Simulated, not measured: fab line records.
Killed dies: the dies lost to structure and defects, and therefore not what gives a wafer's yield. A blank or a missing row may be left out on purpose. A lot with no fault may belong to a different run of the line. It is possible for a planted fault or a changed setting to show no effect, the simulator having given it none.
Which tool did it? | flow nandHarc | 12 lots with 36 wafers sampled at 5 steps, on a route of 1159 steps

WHAT EACH GAUGE READ, for each wafer
NHARC_A_SGD_CUT_INSPECT_11.
lot  | measured     | on               | rawDefectCount
L075 | day 14 09:22 | defectInspect-01 | 12 6 5
L078 | day 14 09:39 | defectInspect-02 | 18 25 18
L079 | day 15 03:34 | defectInspect-02 | 35 28 15
L081 | day 15 05:16 | defectInspect-02 | 19 13 8
L084 | day 16 11:30 | defectInspect-02 | 11 7 17
L086 | day 17 10:39 | defectInspect-02 | 12 9 13
L087 | day 17 18:25 | defectInspect-01 | 15 21 17
L091 | day 18 10:58 | defectInspect-01 | 10 12 12
L092 | day 18 10:38 | defectInspect-02 | 32 35 31
L093 | day 18 09:02 | defectInspect-02 | 17 15 11
L094 | day 19 01:12 | defectInspect-02 | 36 28 33
L097 | day 19 05:44 | defectInspect-02 | 23 18 23

WHAT TOOL EACH LOT RAN ON (gives the tool, then ch and the chambers of the sampled wafers, and finally the start)
lot  | NHARC_A_STAIRCASE_ETCH_253        | NHARC_A_STAIRCASE_ETCH_452                   | NHARC_A_STAIRCASE_ETCH_294                   | NHARC_A_STAIRCASE_CMP_152
L075 | rieDiel-05 ch 0,1,3, day 11 20:13 | rieDiel-05 ch 0,3, day 14 06:31 or earlier   | rieDiel-05 ch 0,3, day 14 06:31 or earlier   | cmp-04 ch 2,3, day 14 06:31
L078 | rieDiel-11 ch 0,1,2, day 12 04:07 | rieDiel-05 ch 1,2, day 14 06:50 or earlier   | rieDiel-05 ch 2,3, day 14 06:50 or earlier   | cmp-01 ch 0,1,2, day 14 06:50
L079 | rieDiel-04 ch 0,2, day 12 14:42   | rieDiel-11 ch 0,1,2, day 15 00:56 or earlier | rieDiel-11 ch 1,3, day 15 00:56 or earlier   | cmp-01 ch 0,2,3, day 15 00:56
L081 | rieDiel-11 ch 1,2, day 12 21:26   | rieDiel-05 ch 0,1,2, day 15 02:28 or earlier | rieDiel-05 ch 1,2, day 15 02:28 or earlier   | cmp-01 ch 1,3, day 15 02:28
L084 | rieDiel-11 ch 0,3, day 13 20:02   | rieDiel-04 ch 0,2, day 16 08:44 or earlier   | rieDiel-04 ch 0,3, day 16 08:44 or earlier   | cmp-04 ch 0,3, day 16 08:44
L086 | rieDiel-11 ch 0,1,3, day 14 23:58 | rieDiel-04 ch 0,1,3, day 17 08:04 or earlier | rieDiel-04 ch 0,1,2, day 17 08:04 or earlier | cmp-01 ch 0,1,2, day 17 08:04
L087 | rieDiel-04 ch 1,2, day 15 03:59   | rieDiel-04 ch 2,3, day 17 15:40 or earlier   | rieDiel-04 ch 1,2,3, day 17 15:40 or earlier | cmp-03 ch 1,2,3, day 17 15:40
L091 | rieDiel-11 ch 0,2,3, day 15 11:26 | rieDiel-11 ch 2,3, day 18 08:09 or earlier   | rieDiel-11 ch 0,1, day 18 08:09 or earlier   | cmp-03 ch 1,2,3, day 18 08:09
L092 | rieDiel-05 ch 2,3, day 15 19:56   | rieDiel-04 ch 0,3, day 18 07:53 or earlier   | rieDiel-04 ch 1,2, day 18 07:53 or earlier   | cmp-04 ch 1,3, day 18 07:53
L093 | rieDiel-05 ch 2,3, day 15 22:19   | rieDiel-04 ch 1,2,3, day 18 06:22 or earlier | rieDiel-04 ch 0,1,3, day 18 06:22 or earlier | cmp-03 ch 0,1,3, day 18 06:22
L094 | rieDiel-04 ch 0,2,3, day 16 08:52 | rieDiel-04 ch 1,2,3, day 18 22:34 or earlier | rieDiel-04 ch 1,2, day 18 22:34 or earlier   | cmp-01 ch 1,2,3, day 18 22:34
L097 | rieDiel-04 ch 0,2, day 17 04:14   | rieDiel-04 ch 0,3, day 19 02:50 or earlier   | rieDiel-04 ch 0,1,2, day 19 02:50 or earlier | cmp-03 ch 2,3, day 19 02:50
- NHARC_A_STAIRCASE_ETCH_253: etches the open film in C4F8/O2, target depth 50 nm, time 20.2 s.
- NHARC_A_STAIRCASE_ETCH_452: etches the open film in CF4/O2, target depth 30 nm, overetch 3 nm, time 16.5 s.
- NHARC_A_STAIRCASE_ETCH_294: etches the open film in C4F8/O2/Ar, target depth 4992 nm, time 1212.4 s.
- NHARC_A_STAIRCASE_CMP_152: polishes.

THE ANSWER, worked out from the rows above alone
Rule: the lots themselves supply what counts as usual. The widest of any qualifying gaps counts: lots, ordered by their means at a reading, are off when they make up no more than a third of the lots, leave a main group of 4 or more, and stand apart from it by 3 or more times the standard deviation of that group's means. The tables above print the reading to a certain number of digits; a main group whose means all agree to those digits is not used. A lot without any number at a reading at which 4 lots or more have one is off too. All remaining lots with rows at the step are treated as sound.
No lot is off on any of the readings shown, so nothing can be concluded from this.

WHAT WAS PUT IN BY THE SIMULATOR
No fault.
